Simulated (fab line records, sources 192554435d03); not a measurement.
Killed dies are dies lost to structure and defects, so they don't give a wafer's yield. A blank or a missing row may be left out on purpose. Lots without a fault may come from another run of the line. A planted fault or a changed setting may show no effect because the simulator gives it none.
One fault seen from 2 desks | flow n5_finfet | each desk has only its own numbers; what lay behind them comes last

THE TOOL OWNER'S DESK: arfi_scanner-03
The tool's own readings at N5_BEOL_M6_EXPOSE_08 (exposes mask M6): means of the sampled wafers that have a number, for each lot that ran on this tool. A lot is out of limits, marked OUT, if its mean lies more than 4 standard deviations from the usual mean; the brackets give that distance.
Columns: A = exposure_dose_mJ_cm2 at N5_BEOL_M6_EXPOSE_08, usual 68.7; B = reticle_temp_C at N5_BEOL_M6_EXPOSE_08, usual 22.99 C
lot  | first seen here | A              | B
L856 | day 10 21:04    | 68.2           | 23.01
L861 | day 11 10:55    | 68.2           | 22.98
L869 | day 12 21:39    | 78.1 (+16) OUT | 22.91
L870 | day 13 13:49    | 76.1 (+12) OUT | 22.87
This desk's finding: out of limits on L869, L870; first on L869, day 12 21:39 (exposure_dose_mJ_cm2 at N5_BEOL_M6_EXPOSE_08). In limits: L856, L861.

THE METROLOGY DESK
What the gauges read, lot by lot, whatever tool the lot ran on: means of the sampled wafers that have a number. A lot is out of limits, marked OUT, if its mean lies more than 4 standard deviations from the usual mean; the brackets give that distance. Of its 36 readings 7 are shown: the one that was out of limits first, and those that lie furthest out on some lot.
Columns: A = cd_nm at N5_BEOL_M6_CD_MEAS_11, usual 38.5 nm; B = cd_nm at N5_BEOL_M6_CD_MEAS_18, usual 40.0 nm; C = COMB_M12 at N5_BEOL_M15_RC_MEAS_101, usual 6.5e-12 S/m; D = COMB_M9 at N5_BEOL_M15_RC_MEAS_101, usual 1.5e-11 S/m; E = SERP_M12_max_site at N5_BEOL_M15_RC_MEAS_101, usual 0.653 ohm/um; F = SERP_M6 at N5_BEOL_M15_RC_MEAS_101, usual 13.7 ohm/um; G = SERP_M6_max_site at N5_BEOL_M15_RC_MEAS_101, usual 14.5 ohm/um
lot  | first seen here | A              | B              | C       | D       | E     | F               | G
L856 | day 10 05:20    | 37.6           | 39.1           | 8.2e-12 | 1.3e-11 | 0.644 | 14.5            | 15.2
L861 | day 10 20:20    | 39.2           | 40.7           | 9.2e-12 | 1.4e-11 | 0.655 | 13.4            | 14.3
L869 | day 12 07:14    | 45.3 (+15) OUT | 46.7 (+14) OUT | 5.7e-12 | 1.4e-11 | 0.645 | 10.5 (-6.9) OUT | 11.2 (-6.8) OUT
L870 | day 12 23:07    | 44.0 (+12) OUT | 45.6 (+12) OUT | 6.3e-12 | 1.6e-11 | 0.653 | 11.1 (-5.6) OUT | 11.8 (-5.6) OUT
L872 | day 13 08:04    | 38.7           | 40.4           | 7.7e-12 | 2.1e-11 | 0.646 | 13.6            | 14.5
L871 | day 13 09:07    | 39.0           | 40.5           | 6.3e-12 | 1.5e-11 | 0.665 | 13.6            | 14.2
L873 | day 13 14:23    | 38.4           | 39.7           | 5.0e-12 | 1.5e-11 | 0.679 | 13.9            | 14.7
This desk's finding: out of limits on L869, L870; first on L869, day 12 21:46 (cd_nm at N5_BEOL_M6_CD_MEAS_11). In limits: L856, L861, L872, L871, L873.

PUT TOGETHER
The tool owner's desk could have raised an alarm at day 12 21:39, on L869, L870.
The metrology desk could have raised an alarm at day 12 21:46, on L869, L870.
Of the lots named, all ran N5_BEOL_M6_EXPOSE_08 on arfi_scanner-03.

WHAT THE SIMULATOR HAD PUT IN
Process parameter drift: arfi_scanner-03, from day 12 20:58 on, at N5_BEOL_M6_EXPOSE_08. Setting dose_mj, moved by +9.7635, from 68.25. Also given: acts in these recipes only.
Lots struck among those shown: L869, L870.
Hours from the fault's start to each desk's first reading out of limits: the tool owner's desk, 1; the metrology desk, 1.
